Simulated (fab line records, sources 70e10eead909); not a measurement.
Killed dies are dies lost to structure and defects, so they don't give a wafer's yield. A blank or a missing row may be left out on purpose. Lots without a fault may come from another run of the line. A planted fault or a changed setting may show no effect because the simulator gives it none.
Chamber matching | flow nand_harc | NHARC_A_STAIRCASE_DEP_417 on pecvd-04: 3 sister chambers
The step deposits Si3N4, target thk 60 nm. 6 wafers are shown with their chamber, then 8 later ones without.

WAFERS WITH THEIR CHAMBER
wafer  | chamber | heater_power_w (W)
L690.6 | 0       | 653
L698.3 | 0       | 700
L698.4 | 1       | 711
L700.1 | 1       | 704
L700.6 | 2       | 647
L702.1 | 2       | 539

WAFERS WITHOUT THEIR CHAMBER
wafer  | heater_power_w (W)
L702.2 | 630
L702.6 | 549
L708.2 | 722
L708.4 | 723
L708.5 | 614
L710.2 | 565
L710.4 | 715
L710.6 | 655

WHICH CHAMBER EACH WENT THROUGH
wafer  | from the rows above          | in truth
L702.2 | can't be placed: 2 or 0 or 1 | 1
L702.6 | can't be placed: 2 or 0      | 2
L708.2 | can't be placed: 1 or 0      | 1
L708.4 | can't be placed: 1 or 0      | 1
L708.5 | can't be placed: 2 or 0 or 1 | 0
L710.2 | can't be placed: 2 or 0      | 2
L710.4 | can't be placed: 1 or 0      | 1
L710.6 | can't be placed: 0 or 1 or 2 | 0
Placed correctly: 0 of 8. Can't be placed from these rows: 8 (the true chamber is among the candidates in 8). Placed wrongly: 0.
How it was worked out, from the rows above alone: a wafer's distance from a chamber is the root of the sum, over the readings, of the square of ((its reading less the chamber's mean) divided by the reading's scatter). The wafer belongs to the nearest chamber; if the next one is less than 2 further off, it can't be placed. A chamber's mean is the mean of its shown wafers. The scatter: the root of (the sum of the squares of (reading less its chamber's mean) over the shown wafers, divided by (wafers less chambers)).
